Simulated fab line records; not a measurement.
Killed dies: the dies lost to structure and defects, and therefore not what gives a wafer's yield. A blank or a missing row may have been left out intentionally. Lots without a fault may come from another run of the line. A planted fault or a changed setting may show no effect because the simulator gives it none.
Which tool is to blame? || flow nandHarc || Sampling: 24 lots, 72 wafers, 2 of 1159 route steps

== WHAT THE GAUGES SHOWED, per wafer ==
NHARC_A_WL_FILL_INSPECT_15. Usual: rawDefectCount 407, standard deviation 150.
{"lot": "L074", "measured": "day 15 23:45", "on": "defectInspect-01", "rawDefectCount": "273 468 290", "flag": ""}
{"lot": "L077", "measured": "day 16 08:08", "on": "defectInspect-02", "rawDefectCount": "238 378 235", "flag": ""}
{"lot": "L076", "measured": "day 16 08:11", "on": "defectInspect-02", "rawDefectCount": "326 462 278", "flag": ""}
{"lot": "L075", "measured": "day 16 12:26", "on": "defectInspect-01", "rawDefectCount": "257 352 228", "flag": ""}
{"lot": "L078", "measured": "day 16 12:52", "on": "defectInspect-02", "rawDefectCount": "231 347 196", "flag": ""}
{"lot": "L079", "measured": "day 16 23:55", "on": "defectInspect-01", "rawDefectCount": "358 292 360", "flag": ""}
{"lot": "L080", "measured": "day 17 02:50", "on": "defectInspect-01", "rawDefectCount": "671 381 428", "flag": ""}
{"lot": "L081", "measured": "day 17 17:09", "on": "defectInspect-02", "rawDefectCount": "306 332 319", "flag": ""}
{"lot": "L082", "measured": "day 17 20:19", "on": "defectInspect-01", "rawDefectCount": "447 351 420", "flag": ""}
{"lot": "L083", "measured": "day 18 04:34", "on": "defectInspect-01", "rawDefectCount": "246 323 258", "flag": ""}
{"lot": "L084", "measured": "day 18 08:48", "on": "defectInspect-01", "rawDefectCount": "394 357 401", "flag": ""}
{"lot": "L087", "measured": "day 19 07:40", "on": "defectInspect-01", "rawDefectCount": "355 485 696", "flag": ""}
{"lot": "L086", "measured": "day 19 05:19", "on": "defectInspect-02", "rawDefectCount": "433 479 678", "flag": ""}
{"lot": "L089", "measured": "day 19 15:08", "on": "defectInspect-01", "rawDefectCount": "292 305 462", "flag": ""}
{"lot": "L085", "measured": "day 19 15:01", "on": "defectInspect-01", "rawDefectCount": "644 763 729", "flag": ""}
{"lot": "L088", "measured": "day 19 21:14", "on": "defectInspect-01", "rawDefectCount": "456 350 484", "flag": ""}
{"lot": "L092", "measured": "day 20 01:29", "on": "defectInspect-01", "rawDefectCount": "399 325 406", "flag": ""}
{"lot": "L090", "measured": "day 19 22:12", "on": "defectInspect-02", "rawDefectCount": "288 204 236", "flag": ""}
{"lot": "L091", "measured": "day 20 02:32", "on": "defectInspect-01", "rawDefectCount": "470 565 716", "flag": ""}
{"lot": "L093", "measured": "day 20 15:03", "on": "defectInspect-01", "rawDefectCount": "485 371 318", "flag": ""}
{"lot": "L094", "measured": "day 21 16:57", "on": "defectInspect-01", "rawDefectCount": "663 682 828", "flag": ""}
{"lot": "L095", "measured": "day 21 12:40", "on": "defectInspect-02", "rawDefectCount": "382 307 519", "flag": ""}
{"lot": "L097", "measured": "day 21 21:59", "on": "defectInspect-02", "rawDefectCount": "418 349 334", "flag": ""}
{"lot": "L096", "measured": "day 22 03:32", "on": "defectInspect-02", "rawDefectCount": "499 410 444", "flag": ""}

== EACH LOT AND THE TOOL THAT RAN IT (in order: tool; ch and the chambers of the sampled wafers; start) ==
{"lot": "L074", "NHARC_A_WL_FILL_STRIP_29": "rieDiel-13 ch 1,2,3, day 15 12:19"}
{"lot": "L077", "NHARC_A_WL_FILL_STRIP_29": "rieDiel-13 ch 0,1, day 15 21:00"}
{"lot": "L076", "NHARC_A_WL_FILL_STRIP_29": "rieDiel-02 ch 1,2, day 15 21:04"}
{"lot": "L075", "NHARC_A_WL_FILL_STRIP_29": "rieDiel-13 ch 0,1,3, day 16 01:10"}
{"lot": "L078", "NHARC_A_WL_FILL_STRIP_29": "rieDiel-03 ch 0,1,3, day 16 01:12"}
{"lot": "L079", "NHARC_A_WL_FILL_STRIP_29": "rieDiel-03 ch 1,2,3, day 16 09:47"}
{"lot": "L080", "NHARC_A_WL_FILL_STRIP_29": "rieDiel-13 ch 1,2,3, day 16 14:56"}
{"lot": "L081", "NHARC_A_WL_FILL_STRIP_29": "rieDiel-03 ch 0,3, day 17 05:35"}
{"lot": "L082", "NHARC_A_WL_FILL_STRIP_29": "rieDiel-02 ch 0,2, day 17 08:43"}
{"lot": "L083", "NHARC_A_WL_FILL_STRIP_29": "rieDiel-13 ch 0,1,3, day 17 17:01"}
{"lot": "L084", "NHARC_A_WL_FILL_STRIP_29": "rieDiel-02 ch 0,1,3, day 17 18:10"}
{"lot": "L087", "NHARC_A_WL_FILL_STRIP_29": "rieDiel-02 ch 1,2,3, day 18 17:19"}
{"lot": "L086", "NHARC_A_WL_FILL_STRIP_29": "rieDiel-03 ch 0,1,3, day 18 17:48"}
{"lot": "L089", "NHARC_A_WL_FILL_STRIP_29": "rieDiel-13 ch 2,3, day 19 02:54"}
{"lot": "L085", "NHARC_A_WL_FILL_STRIP_29": "rieDiel-02 ch 0,1,3, day 19 04:29"}
{"lot": "L088", "NHARC_A_WL_FILL_STRIP_29": "rieDiel-13 ch 1,3, day 19 07:34"}
{"lot": "L092", "NHARC_A_WL_FILL_STRIP_29": "rieDiel-02 ch 0,1,2, day 19 10:40"}
{"lot": "L090", "NHARC_A_WL_FILL_STRIP_29": "rieDiel-13 ch 0,1,2, day 19 11:29"}
{"lot": "L091", "NHARC_A_WL_FILL_STRIP_29": "rieDiel-03 ch 1,3, day 19 13:27"}
{"lot": "L093", "NHARC_A_WL_FILL_STRIP_29": "rieDiel-03 ch 0,2,3, day 20 03:38"}
{"lot": "L094", "NHARC_A_WL_FILL_STRIP_29": "rieDiel-02 ch 2,3, day 20 15:11"}
{"lot": "L095", "NHARC_A_WL_FILL_STRIP_29": "rieDiel-13 ch 0,2,3, day 20 15:17"}
{"lot": "L097", "NHARC_A_WL_FILL_STRIP_29": "rieDiel-13 ch 0,3, day 21 03:20"}
{"lot": "L096", "NHARC_A_WL_FILL_STRIP_29": "rieDiel-13 ch 1,2,3, day 21 08:43"}
- NHARC_A_WL_FILL_STRIP_29: strips in O2, time 20 s.

== WHAT THE TOOLS THEMSELVES READ (means of the sampled wafers that have a number; where no wafer has one, the mark that the record gives instead) ==
NHARC_A_WL_FILL_STRIP_29. Usual: chamberPressureMTorr is 60.00 mTorr with standard deviation 0.058, drypumpMotorCurrentA is 6.1 A with standard deviation 0.35, mfcArSccm is 0.010 sccm with standard deviation 0.015, oesProductAu is 1.000 a.u. with standard deviation 0.0077, rfVppV is 58.1 V with standard deviation 0.81, showerheadPlenumPTorr is 3.63 Torr with standard deviation 0.12, and throttleValvePct is 17.037 % with standard deviation 0.0088.
{"lot": "L074", "tool": "rieDiel-13", "chamberPressureMTorr (mTorr)": 60.05, "drypumpMotorCurrentA (A)": 6.0, "mfcArSccm (sccm)": 0.000, "oesProductAu (a.u.)": 1.002, "rfVppV (V)": 58.6, "showerheadPlenumPTorr (Torr)": 3.65, "throttleValvePct (%)": 17.040, "flag": ""}
{"lot": "L077", "tool": "rieDiel-13", "chamberPressureMTorr (mTorr)": 60.00, "drypumpMotorCurrentA (A)": 6.2, "mfcArSccm (sccm)": 0.008, "oesProductAu (a.u.)": 0.998, "rfVppV (V)": 58.3, "showerheadPlenumPTorr (Torr)": 3.56, "throttleValvePct (%)": 17.036, "flag": ""}
{"lot": "L076", "tool": "rieDiel-02", "chamberPressureMTorr (mTorr)": 59.99, "drypumpMotorCurrentA (A)": 5.7, "mfcArSccm (sccm)": 0.004, "oesProductAu (a.u.)": 0.990, "rfVppV (V)": 58.3, "showerheadPlenumPTorr (Torr)": 3.65, "throttleValvePct (%)": 17.029, "flag": ""}
{"lot": "L075", "tool": "rieDiel-13", "chamberPressureMTorr (mTorr)": 60.00, "drypumpMotorCurrentA (A)": 6.3, "mfcArSccm (sccm)": 0.008, "oesProductAu (a.u.)": 1.003, "rfVppV (V)": 57.9, "showerheadPlenumPTorr (Torr)": 3.66, "throttleValvePct (%)": 17.038, "flag": ""}
{"lot": "L078", "tool": "rieDiel-03", "chamberPressureMTorr (mTorr)": 60.05, "drypumpMotorCurrentA (A)": 6.0, "mfcArSccm (sccm)": 0.036, "oesProductAu (a.u.)": 0.995, "rfVppV (V)": 58.2, "showerheadPlenumPTorr (Torr)": 3.63, "throttleValvePct (%)": 17.030, "flag": ""}
{"lot": "L079", "tool": "rieDiel-03", "chamberPressureMTorr (mTorr)": 59.95, "drypumpMotorCurrentA (A)": 6.1, "mfcArSccm (sccm)": 0.031, "oesProductAu (a.u.)": 0.997, "rfVppV (V)": 58.1, "showerheadPlenumPTorr (Torr)": 3.66, "throttleValvePct (%)": 17.043, "flag": ""}
{"lot": "L080", "tool": "rieDiel-13", "chamberPressureMTorr (mTorr)": 60.03, "drypumpMotorCurrentA (A)": 6.0, "mfcArSccm (sccm)": 0.000, "oesProductAu (a.u.)": 1.002, "rfVppV (V)": 57.6, "showerheadPlenumPTorr (Torr)": 3.65, "throttleValvePct (%)": 17.030, "flag": ""}
{"lot": "L081", "tool": "rieDiel-03", "chamberPressureMTorr (mTorr)": 60.02, "drypumpMotorCurrentA (A)": 5.8, "mfcArSccm (sccm)": 0.026, "oesProductAu (a.u.)": 1.001, "rfVppV (V)": 59.0, "showerheadPlenumPTorr (Torr)": 3.60, "throttleValvePct (%)": 17.036, "flag": ""}
{"lot": "L082", "tool": "rieDiel-02", "chamberPressureMTorr (mTorr)": 59.94, "drypumpMotorCurrentA (A)": 5.7, "mfcArSccm (sccm)": 0.002, "oesProductAu (a.u.)": 0.992, "rfVppV (V)": 57.7, "showerheadPlenumPTorr (Torr)": 3.55, "throttleValvePct (%)": 17.043, "flag": ""}
{"lot": "L083", "tool": "rieDiel-13", "chamberPressureMTorr (mTorr)": 60.00, "drypumpMotorCurrentA (A)": 6.3, "mfcArSccm (sccm)": 0.008, "oesProductAu (a.u.)": 1.008, "rfVppV (V)": 58.1, "showerheadPlenumPTorr (Torr)": 3.66, "throttleValvePct (%)": 17.042, "flag": ""}
{"lot": "L084", "tool": "rieDiel-02", "chamberPressureMTorr (mTorr)": 60.00, "drypumpMotorCurrentA (A)": 6.2, "mfcArSccm (sccm)": 0.001, "oesProductAu (a.u.)": 1.008, "rfVppV (V)": 58.6, "showerheadPlenumPTorr (Torr)": 3.52, "throttleValvePct (%)": 17.034, "flag": ""}
{"lot": "L087", "tool": "rieDiel-02", "chamberPressureMTorr (mTorr)": 60.05, "drypumpMotorCurrentA (A)": 6.1, "mfcArSccm (sccm)": 0.003, "oesProductAu (a.u.)": 1.005, "rfVppV (V)": 57.5, "showerheadPlenumPTorr (Torr)": 3.56, "throttleValvePct (%)": 17.041, "flag": ""}
{"lot": "L086", "tool": "rieDiel-03", "chamberPressureMTorr (mTorr)": 60.02, "drypumpMotorCurrentA (A)": 6.0, "mfcArSccm (sccm)": 0.036, "oesProductAu (a.u.)": 0.994, "rfVppV (V)": 57.5, "showerheadPlenumPTorr (Torr)": 3.62, "throttleValvePct (%)": 17.046, "flag": ""}
{"lot": "L089", "tool": "rieDiel-13", "chamberPressureMTorr (mTorr)": 59.97, "drypumpMotorCurrentA (A)": 6.1, "mfcArSccm (sccm)": 0.000, "oesProductAu (a.u.)": 0.987, "rfVppV (V)": 58.4, "showerheadPlenumPTorr (Torr)": 3.73, "throttleValvePct (%)": 17.039, "flag": ""}
{"lot": "L085", "tool": "rieDiel-02", "chamberPressureMTorr (mTorr)": 60.01, "drypumpMotorCurrentA (A)": 6.1, "mfcArSccm (sccm)": 0.001, "oesProductAu (a.u.)": 1.005, "rfVppV (V)": 57.4, "showerheadPlenumPTorr (Torr)": 3.52, "throttleValvePct (%)": 17.034, "flag": ""}
{"lot": "L088", "tool": "rieDiel-13", "chamberPressureMTorr (mTorr)": 60.04, "drypumpMotorCurrentA (A)": 6.0, "mfcArSccm (sccm)": 0.000, "oesProductAu (a.u.)": 1.006, "rfVppV (V)": 57.6, "showerheadPlenumPTorr (Torr)": 3.57, "throttleValvePct (%)": 17.038, "flag": ""}
{"lot": "L092", "tool": "rieDiel-02", "chamberPressureMTorr (mTorr)": 60.00, "drypumpMotorCurrentA (A)": 5.8, "mfcArSccm (sccm)": 0.002, "oesProductAu (a.u.)": 1.006, "rfVppV (V)": 58.3, "showerheadPlenumPTorr (Torr)": 3.59, "throttleValvePct (%)": 17.031, "flag": ""}
{"lot": "L090", "tool": "rieDiel-13", "chamberPressureMTorr (mTorr)": 60.00, "drypumpMotorCurrentA (A)": 6.3, "mfcArSccm (sccm)": 0.008, "oesProductAu (a.u.)": 1.000, "rfVppV (V)": 57.6, "showerheadPlenumPTorr (Torr)": 3.64, "throttleValvePct (%)": 17.036, "flag": ""}
{"lot": "L091", "tool": "rieDiel-03", "chamberPressureMTorr (mTorr)": 59.98, "drypumpMotorCurrentA (A)": 6.2, "mfcArSccm (sccm)": 0.045, "oesProductAu (a.u.)": 1.005, "rfVppV (V)": 58.3, "showerheadPlenumPTorr (Torr)": 3.65, "throttleValvePct (%)": 17.036, "flag": ""}
{"lot": "L093", "tool": "rieDiel-03", "chamberPressureMTorr (mTorr)": 59.98, "drypumpMotorCurrentA (A)": 5.9, "mfcArSccm (sccm)": 0.021, "oesProductAu (a.u.)": 1.005, "rfVppV (V)": 58.7, "showerheadPlenumPTorr (Torr)": 3.62, "throttleValvePct (%)": 17.033, "flag": ""}
{"lot": "L094", "tool": "rieDiel-02", "chamberPressureMTorr (mTorr)": 59.99, "drypumpMotorCurrentA (A)": 6.2, "mfcArSccm (sccm)": 0.005, "oesProductAu (a.u.)": 1.004, "rfVppV (V)": 57.1, "showerheadPlenumPTorr (Torr)": 3.49, "throttleValvePct (%)": 17.030, "flag": ""}
{"lot": "L095", "tool": "rieDiel-13", "chamberPressureMTorr (mTorr)": 59.96, "drypumpMotorCurrentA (A)": 6.3, "mfcArSccm (sccm)": 0.008, "oesProductAu (a.u.)": 0.996, "rfVppV (V)": 58.5, "showerheadPlenumPTorr (Torr)": 3.74, "throttleValvePct (%)": 17.037, "flag": ""}
{"lot": "L097", "tool": "rieDiel-13", "chamberPressureMTorr (mTorr)": 60.03, "drypumpMotorCurrentA (A)": 6.6, "mfcArSccm (sccm)": 0.016, "oesProductAu (a.u.)": 0.992, "rfVppV (V)": 59.3, "showerheadPlenumPTorr (Torr)": 3.75, "throttleValvePct (%)": 17.040, "flag": ""}
{"lot": "L096", "tool": "rieDiel-13", "chamberPressureMTorr (mTorr)": 59.99, "drypumpMotorCurrentA (A)": 6.0, "mfcArSccm (sccm)": 0.000, "oesProductAu (a.u.)": 1.002, "rfVppV (V)": 57.7, "showerheadPlenumPTorr (Torr)": 3.64, "throttleValvePct (%)": 17.043, "flag": ""}

== THE ANSWER, worked out from the rows above alone ==
Rule: a lot is off if the mean of its wafers that have a number lies more than 3 standard deviations from the usual mean. A lot without any number at a reading at which 4 lots or more have one is off too. The other lots that the step has rows for count as sound. First the gauges in route order, then the tools' own readings, where a lot's mean is used as printed above. At the first step where some lot is off, the reading lying furthest off is the one used; lots without a number count as furthest.
Across all readings shown, no lot is off: no conclusion can be drawn from this.

== WHAT THE SIMULATOR PUT IN ==
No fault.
